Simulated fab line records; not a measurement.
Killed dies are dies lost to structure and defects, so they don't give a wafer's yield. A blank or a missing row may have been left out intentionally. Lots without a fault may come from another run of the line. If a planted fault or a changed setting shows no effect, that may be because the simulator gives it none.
A struck lot beside a sound one + flow n5 finfet + 16 out of 1938 route steps
Sound: wafers L510.3, L510.5, L510.6. The struck wafers were L513.1, L513.2, L513.3. The cause is given at the end.
At each step with rows: each side's tool, then ch and its chambers, then its first start. Under that, the readings that differ: sound wafers + struck wafers + difference of the means + sigmas: that difference in standard deviations of wafers without a fault.
alike: readings whose means differ by less than 2 such deviations, and words and numbers that are the same on both sides. not compared: withheld readings, readings that some wafer has no value for, bounds like >300 that may hide the same value, and numbers for which the record gives no deviation and whose values overlap.
A row with sigmas, a row that says differs or no value, or rows on one side alone: a step with any of these is where the two part. Numbers that have no deviation but don't overlap get no sigmas and don't part them. Lack of a reading on every wafer of one side parts them only where that side has two or more wafers.

first, 8 steps without rows for these wafers: N5_BEOL_M14_COAT_58 (time 60 s, resist thk 89 nm); N5_BEOL_M14_COAT_04 (resist thk 800 nm); N5_BEOL_M14_EBR_06; N5_BEOL_M14_SOFTBAKE_05 (time 60 s); N5_BEOL_M14_EXPOSE_07 (exposes mask V13); N5_BEOL_M14_PEB_08 (peb time 90 s); N5_BEOL_M14_DEVELOP_09 (develop time 45 s); N5_BEOL_M14_HARDBAKE_14 (time 120 s).
N5_BEOL_M14_CD_MEAS_10: the cd target is 250 nm.
  sound on cd sem-01 ch 0, day 13 10:43; struck on cd sem-02 ch 0, day 14 02:47
  alike: cd nm
N5_BEOL_M14_OVL_MEAS_11:
  sound on overlay-02 ch 0, day 13 10:44; struck on overlay-01 ch 0, day 14 02:52
  alike: V13_OVL
N5_BEOL_M14_INSPECT_12: inspects for defects (macro).
  sound on defect inspect-01, day 13 10:46; struck on defect inspect-02, day 14 02:53
  alike: raw defect count
N5_BEOL_M14_DESCUM_15: chemistry O2, time 7.9 s.
  sound on rie diel-02 ch 0,2,3, day 13 10:47; struck on rie diel-01 ch 0,1,2, day 14 02:55
  alike: drypump motor current A, oes product au, rf vpp V, showerhead plenum p Torr, throttle valve pct
  not compared: rf hours counter h
N5_BEOL_M14_ETCH_59: etches BARC in N2/H2, target depth 89 nm, overetch 26.7 nm, time 67.9 s.
  sound on rie diel-02 ch 0,2,3, day 13 10:50; struck on rie diel-01 ch 0,1,2, day 14 02:57
  no value came back on the struck wafers for any of 7 readings (bias w (W), chamber pressure mTorr (mTorr) and others); on the sound wafers bias w (W) reads 150.1 150.3 149.7
| reading                                    | sound           | struck          | difference | sigmas |
|--------------------------------------------|-----------------|-----------------|------------|--------|
| model.coat_of_BEOL_M14_COAT_04.thk nm (nm) | 716.6 716.8 715 | 780.2 781 779.4 | +64.1      |        |
  not compared: rf hours counter h
N5_BEOL_M14_VIA_ETCH_16: etches SiO2 in C4F8/O2/Ar, target depth 1231.3 nm.
  sound on rie diel-02 ch 0,2,3, day 13 10:53; struck on rie diel-01 ch 0,1,2, day 14 03:00
| reading                                    | sound             | struck            | difference | sigmas |
|--------------------------------------------|-------------------|-------------------|------------|--------|
| model.coat_of_BEOL_M14_COAT_04.thk nm (nm) | 451.4 452.4 454.8 | 513.4 522.8 513.4 | +63.7      |        |
  alike: C4F8_flow_sccm, O2_flow_sccm, drypump motor current A, he outer torr, oes_ar_750_au, oes_o_777_au, oes product au, rf vpp V, showerhead plenum p Torr, throttle valve pct
N5_BEOL_M14_STRIP_63: strips in O2.
  sound: rie diel-02 ch 0,2,3; struck: rie diel-01 ch 0,1,2
  alike: drypump motor current A, oes product au, rf vpp V, showerhead plenum p Torr, throttle valve pct
  not compared: rf hours counter h
N5_PASSIVATION_PROBE_49:
  sound on prober-01, day 14 11:09; struck on prober-02, day 15 05:27
  alike: defect limited yield, killed_at_M0_to_M3, killed_at_M4_up, killed at contacts, killed at front end, killed at other, killed dies, killed open, killed short, sort_bin_5_function, sort_bin_6_memory, sort_bin_8_speed, sort n pass, sort yield pct

== WHERE THEY PART ==
Only at N5_BEOL_M14_ETCH_59, within this record. Later steps at which nothing parts them and some readings are alike: N5_BEOL_M14_VIA_ETCH_16, N5_BEOL_M14_STRIP_63, N5_PASSIVATION_PROBE_49.

WHY: what the simulator had put in
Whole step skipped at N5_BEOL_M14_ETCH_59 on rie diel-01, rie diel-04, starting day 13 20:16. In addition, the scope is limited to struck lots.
